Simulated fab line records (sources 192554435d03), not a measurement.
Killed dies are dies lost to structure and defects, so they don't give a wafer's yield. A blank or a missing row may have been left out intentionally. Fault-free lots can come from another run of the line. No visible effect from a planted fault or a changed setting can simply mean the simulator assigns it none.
Split-lot trial / flow n5-finfet / 39 wafers read from 7 lots, route of 1938 steps

ABOUT THE SPLIT
At N5_GATE_CUT_HM_DEP_46 (deposits SiO2 from TEOS/O2, target thk 130 nm, time 26.6 s), the setting time-s was moved away from the recipe's 26.6 s on 9 of the 39 wafers read, by +9.4% to +12.4%. The other wafers ran this setting at the recipe's value.

FROM THE SPLIT TO THE READING: what the file shows between them, 10 steps
- N5_GATE_CUT_COAT_34: time 60 s, resist thk 60 nm
- N5_GATE_CUT_COAT_35: time 60 s, resist thk 10 nm
- N5_GATE_CUT_STRIP_38: strips in N2/H2
- N5_GATE_CUT_STRIP_39: strips in N2/H2
- N5_GATE_CUT_HM_OPEN_40: chemistry C4F6/O2, target SiO2, target depth 139 nm, time 85.1 s
- N5_GATE_CUT_CUT_ETCH_54: etches TiN in Cl2/BCl3, target depth 96.7 nm (also split here: bias-w)
- N5_GATE_CUT_CUT_ETCH_55: etches HfO2 in BCl3, target depth 3.2 nm
- N5_GATE_CUT_ETCH_47: etches SiO2 in Cl2/BCl3, target depth 10 nm
- N5_GATE_CUT_ALD_22: deposits SiNx, target thk 16 nm, pulse time 1 s, ald cycles 320
- N5_GATE_CUT_CMP_23: polishes, stops on SiO2, t overpolish 23.4 s, target thk 16 nm

THE READING
At N5_GATE_CUT_THK_MEAS_24: GC_FILL_THK, given in nm. On this fab line, fault-free wafers typically give 218.9 nm with a standard deviation of 2.4 nm.

wafer=L078.1; tool, chamber at the split=pecvd-04, 2; time-s as run, s=26.6; against the recipe=recipe; GC_FILL_THK, nm=216.7; against lot-mates on the recipe=-
wafer=L078.2; tool, chamber at the split=pecvd-04, 1; time-s as run, s=29.11; against the recipe=+9.4%; GC_FILL_THK, nm=226.5; against lot-mates on the recipe=+8.5
wafer=L078.3; tool, chamber at the split=pecvd-04, 0; time-s as run, s=29.11; against the recipe=+9.4%; GC_FILL_THK, nm=231.5; against lot-mates on the recipe=+13.5
wafer=L078.4; tool, chamber at the split=pecvd-04, 2; time-s as run, s=29.11; against the recipe=+9.4%; GC_FILL_THK, nm=230.7; against lot-mates on the recipe=+12.7
wafer=L078.5; tool, chamber at the split=pecvd-04, 0; time-s as run, s=26.6; against the recipe=recipe; GC_FILL_THK, nm=220.4; against lot-mates on the recipe=-
wafer=L078.6; tool, chamber at the split=pecvd-04, 1; time-s as run, s=26.6; against the recipe=recipe; GC_FILL_THK, nm=216.9; against lot-mates on the recipe=-
wafer=L082.1; tool, chamber at the split=pecvd-03, 2; time-s as run, s=26.6; against the recipe=recipe; GC_FILL_THK, nm=215.8; against lot-mates on the recipe=-
wafer=L082.2; tool, chamber at the split=pecvd-03, 1; time-s as run, s=26.6; against the recipe=recipe; GC_FILL_THK, nm=214.8; against lot-mates on the recipe=-
wafer=L082.3; tool, chamber at the split=pecvd-03, 0; time-s as run, s=26.6; against the recipe=recipe; GC_FILL_THK, nm=216.6; against lot-mates on the recipe=-
wafer=L082.4; tool, chamber at the split=pecvd-03, 2; time-s as run, s=26.6; against the recipe=recipe; GC_FILL_THK, nm=219.3; against lot-mates on the recipe=-
wafer=L082.5; tool, chamber at the split=pecvd-03, 1; time-s as run, s=26.6; against the recipe=recipe; GC_FILL_THK, nm=218.0; against lot-mates on the recipe=-
wafer=L082.6; tool, chamber at the split=pecvd-03, 0; time-s as run, s=26.6; against the recipe=recipe; GC_FILL_THK, nm=219.9; against lot-mates on the recipe=-
wafer=L083.1; tool, chamber at the split=pecvd-01, 0,1; time-s as run, s=26.6; against the recipe=recipe; GC_FILL_THK, nm=218.3; against lot-mates on the recipe=-
wafer=L083.2; tool, chamber at the split=pecvd-01, 2; time-s as run, s=26.6; against the recipe=recipe; GC_FILL_THK, nm=216.2; against lot-mates on the recipe=-
wafer=L083.3; tool, chamber at the split=pecvd-01, 0,1; time-s as run, s=26.6; against the recipe=recipe; GC_FILL_THK, nm=217.6; against lot-mates on the recipe=-
wafer=L083.4; tool, chamber at the split=pecvd-01, 1; time-s as run, s=26.6; against the recipe=recipe; GC_FILL_THK, nm=220.0; against lot-mates on the recipe=-
wafer=L083.5; tool, chamber at the split=pecvd-01, 0; time-s as run, s=26.6; against the recipe=recipe; GC_FILL_THK, nm=222.2; against lot-mates on the recipe=-
wafer=L083.6; tool, chamber at the split=pecvd-01, 2; time-s as run, s=26.6; against the recipe=recipe; GC_FILL_THK, nm=220.4; against lot-mates on the recipe=-
wafer=L092.1; tool, chamber at the split=pecvd-04, 0; time-s as run, s=29.1; against the recipe=+9.4%; GC_FILL_THK, nm=229.9; against lot-mates on the recipe=+10.4
wafer=L092.2; tool, chamber at the split=pecvd-04, 1; time-s as run, s=26.6; against the recipe=recipe; GC_FILL_THK, nm=216.3; against lot-mates on the recipe=-
wafer=L092.3; tool, chamber at the split=pecvd-04, 2; time-s as run, s=26.6; against the recipe=recipe; GC_FILL_THK, nm=220.8; against lot-mates on the recipe=-
wafer=L092.4; tool, chamber at the split=pecvd-04, 0; time-s as run, s=26.6; against the recipe=recipe; GC_FILL_THK, nm=221.5; against lot-mates on the recipe=-
wafer=L092.5; tool, chamber at the split=pecvd-04, 2; time-s as run, s=29.1; against the recipe=+9.4%; GC_FILL_THK, nm=232.7; against lot-mates on the recipe=+13.2
wafer=L092.6; tool, chamber at the split=pecvd-04, 1; time-s as run, s=29.1; against the recipe=+9.4%; GC_FILL_THK, nm=230.8; against lot-mates on the recipe=+11.3
wafer=L093.1; tool, chamber at the split=pecvd-01, 1; time-s as run, s=26.6; against the recipe=recipe; GC_FILL_THK, nm=217.5; against lot-mates on the recipe=-
wafer=L093.2; tool, chamber at the split=pecvd-01, 2; time-s as run, s=26.6; against the recipe=recipe; GC_FILL_THK, nm=219.9; against lot-mates on the recipe=-
wafer=L093.3; tool, chamber at the split=pecvd-01, 0; time-s as run, s=26.6; against the recipe=recipe; GC_FILL_THK, nm=220.2; against lot-mates on the recipe=-
wafer=L093.4; tool, chamber at the split=pecvd-01, 2; time-s as run, s=26.6; against the recipe=recipe; GC_FILL_THK, nm=222.2; against lot-mates on the recipe=-
wafer=L093.5; tool, chamber at the split=pecvd-01, 0; time-s as run, s=26.6; against the recipe=recipe; GC_FILL_THK, nm=221.1; against lot-mates on the recipe=-
wafer=L093.6; tool, chamber at the split=pecvd-01, 1; time-s as run, s=26.6; against the recipe=recipe; GC_FILL_THK, nm=223.5; against lot-mates on the recipe=-
wafer=L095.3; tool, chamber at the split=pecvd-04, 0; time-s as run, s=26.6; against the recipe=recipe; GC_FILL_THK, nm=216.4; against lot-mates on the recipe=-
wafer=L095.4; tool, chamber at the split=pecvd-04, 0; time-s as run, s=26.6; against the recipe=recipe; GC_FILL_THK, nm=218.9; against lot-mates on the recipe=-
wafer=L095.5; tool, chamber at the split=pecvd-04, 2; time-s as run, s=26.6; against the recipe=recipe; GC_FILL_THK, nm=221.5; against lot-mates on the recipe=-
wafer=L097.1; tool, chamber at the split=pecvd-01, 2; time-s as run, s=26.6; against the recipe=recipe; GC_FILL_THK, nm=218.9; against lot-mates on the recipe=-
wafer=L097.2; tool, chamber at the split=pecvd-01, 1; time-s as run, s=29.91; against the recipe=+12.4%; GC_FILL_THK, nm=237.0; against lot-mates on the recipe=+16.9
wafer=L097.3; tool, chamber at the split=pecvd-01, 0; time-s as run, s=29.91; against the recipe=+12.4%; GC_FILL_THK, nm=234.4; against lot-mates on the recipe=+14.3
wafer=L097.4; tool, chamber at the split=pecvd-01, 2; time-s as run, s=26.6; against the recipe=recipe; GC_FILL_THK, nm=220.7; against lot-mates on the recipe=-
wafer=L097.5; tool, chamber at the split=pecvd-01, 0; time-s as run, s=29.91; against the recipe=+12.4%; GC_FILL_THK, nm=238.4; against lot-mates on the recipe=+18.3
wafer=L097.6; tool, chamber at the split=pecvd-01, 1; time-s as run, s=26.6; against the recipe=recipe; GC_FILL_THK, nm=220.6; against lot-mates on the recipe=-
If several chambers appear in one row, that row covers several wafers at once and the file leaves open which wafer was in which chamber.

FIT RESULTS
A straight line over all 39 wafers: GC_FILL_THK changes by +1.3 nm for each +1% of time-s; r = +0.93; the points scatter about the line by 2.2 nm.
The same after taking each lot's own level away (the mean of its wafers on the recipe; 39 wafers): +1.28 nm for each +1%; r = +0.95; scatter 1.9 nm.
On that fit, the largest move of time-s shifts the reading by 16 nm.
Measured against the standard deviation above, the lots' own levels, which go from 217.40 to 220.73 nm, span 1.4 times it.
Consequently the slope shifts little with the lot-to-lot level, the two slopes agreeing.
Check: +15.7 nm against its lot-mates is what the line predicts for one of the wafers moved furthest among these (+12.4%) when that wafer is left out of the fit. It came out at +16.9 nm against them.

FURTHER SPLITS ON THESE WAFERS
Note: prior to the reading, these wafers also went through further splits. Each is held against what the fit with the lots' levels taken away leaves over:
other split on the same wafers=N5_WELL_APT_IMPLANT_15 energy-kev; wafers away from the commonest value=15; r with GC_FILL_THK (lot level and that fit taken away)=+0.02
other split on the same wafers=N5_DUMMY_GATE_ETCH_31 target-depth-a; wafers away from the commonest value=15; r with GC_FILL_THK (lot level and that fit taken away)=-0.12
other split on the same wafers=N5_GATE_CUT_CUT_ETCH_54 bias-w; wafers away from the commonest value=15; r with GC_FILL_THK (lot level and that fit taken away)=+0.00

THE WHOLE CHAIN: every reading that the file lists as answering this split, in the file's order
step=N5_GATE_CUT_HM_DEP_46; what it does=deposits SiO2 from TEOS/O2, target thk 130 nm, time 26.6 s; reading=SiO2_of_GATE_CUT_HM_DEP_46.thk-nm (the simulator's own value, which no gauge read); change (the file's fit)=+1.24 nm for each +1% of the setting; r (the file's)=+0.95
step=N5_GATE_CUT_HM_OPEN_40; what it does=chemistry C4F6/O2, target SiO2, target depth 139 nm, time 85.1 s; reading=etch.depth-nm (the simulator's own value, which no gauge read); change (the file's fit)=+1.24 nm for each +1% of the setting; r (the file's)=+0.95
step=N5_GATE_CUT_HM_OPEN_40; what it does=chemistry C4F6/O2, target SiO2, target depth 139 nm, time 85.1 s; reading=SOC_of_GATE_CUT_COAT_34.thk-nm (the simulator's own value, which no gauge read); change (the file's fit)=-0.265 nm for each +1% of the setting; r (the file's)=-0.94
step=N5_GATE_CUT_THK_MEAS_24; what it does=; reading=GC_FILL_THK; change (the file's fit)=+1.28 for each +1% of the setting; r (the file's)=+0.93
step=N5_GATE_CUT_CMP_43; what it does=polishes SiO2; reading=SiO2_of_GATE_CUT_HM_DEP_46.thk-nm (the simulator's own value, which no gauge read); change (the file's fit)=+0.0596 nm for each +1% of the setting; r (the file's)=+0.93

FILE'S OWN FIT
GC_FILL_THK changes by +1.28 nm for each +1% of time-s, r = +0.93.
